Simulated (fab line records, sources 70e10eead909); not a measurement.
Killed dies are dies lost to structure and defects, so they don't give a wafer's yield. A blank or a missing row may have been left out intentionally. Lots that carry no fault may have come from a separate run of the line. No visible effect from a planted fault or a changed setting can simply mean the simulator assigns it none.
Chamber matching + flow nand_harc + 4 sister chambers for NHARC_A_BONDPAD_STRIP_15 on rie_diel-09
The step strips in O2. 8 wafers are shown with their chamber, then 7 later ones without.

WAFERS, EACH WITH ITS CHAMBER
| wafer  | chamber | showerhead_plenum_p_Torr (Torr) | drypump_motor_current_A (A) |
|--------|---------|---------------------------------|-----------------------------|
| L484.1 | 3       | 3.46                            | 6.20                        |
| L496.3 | 2       | 3.41                            | 5.80                        |
| L496.4 | 3       | 3.45                            | 6.19                        |
| L498.2 | 0       | 3.56                            | 5.76                        |
| L498.4 | 1       | 3.42                            | 6.26                        |
| L498.5 | 2       | 3.41                            | 5.80                        |
| L500.1 | 1       | 3.42                            | 6.24                        |
| L500.3 | 0       | 3.56                            | 5.77                        |

WAFERS WITH NO CHAMBER GIVEN
| wafer  | showerhead_plenum_p_Torr (Torr) | drypump_motor_current_A (A) |
|--------|---------------------------------|-----------------------------|
| L500.5 | 3.42                            | 6.25                        |
| L504.4 | 3.41                            | 5.78                        |
| L504.5 | 3.45                            | 6.17                        |
| L504.6 | 3.56                            | 5.77                        |
| L506.3 | 3.41                            | 5.77                        |
| L506.4 | 3.42                            | 6.23                        |
| L506.5 | 3.56                            | 5.78                        |

THE CHAMBER EACH PASSED THROUGH
| wafer  | from the rows above | in truth |
|--------|---------------------|----------|
| L500.5 | 1                   | 1        |
| L504.4 | 2                   | 2        |
| L504.5 | 3                   | 3        |
| L504.6 | 0                   | 0        |
| L506.3 | 2                   | 2        |
| L506.4 | 1                   | 1        |
| L506.5 | 0                   | 0        |
Placed correctly: 7 of 7. Can't be placed from these rows: 0. Placed wrongly: 0.
How it was worked out, from the rows above alone: a wafer's distance from a chamber is the root of the sum, over the readings, of the square of ((its reading less the chamber's mean) divided by the reading's scatter). If the next closest chamber is less than 2 further off than the closest, the wafer can't be placed; otherwise it belongs to the closest. For every chamber, the mean is computed from those of its wafers that are shown. The scatter: take each reading less its chamber's mean, square it, sum over the shown wafers, divide by the number of wafers less the number of chambers, and take the root.
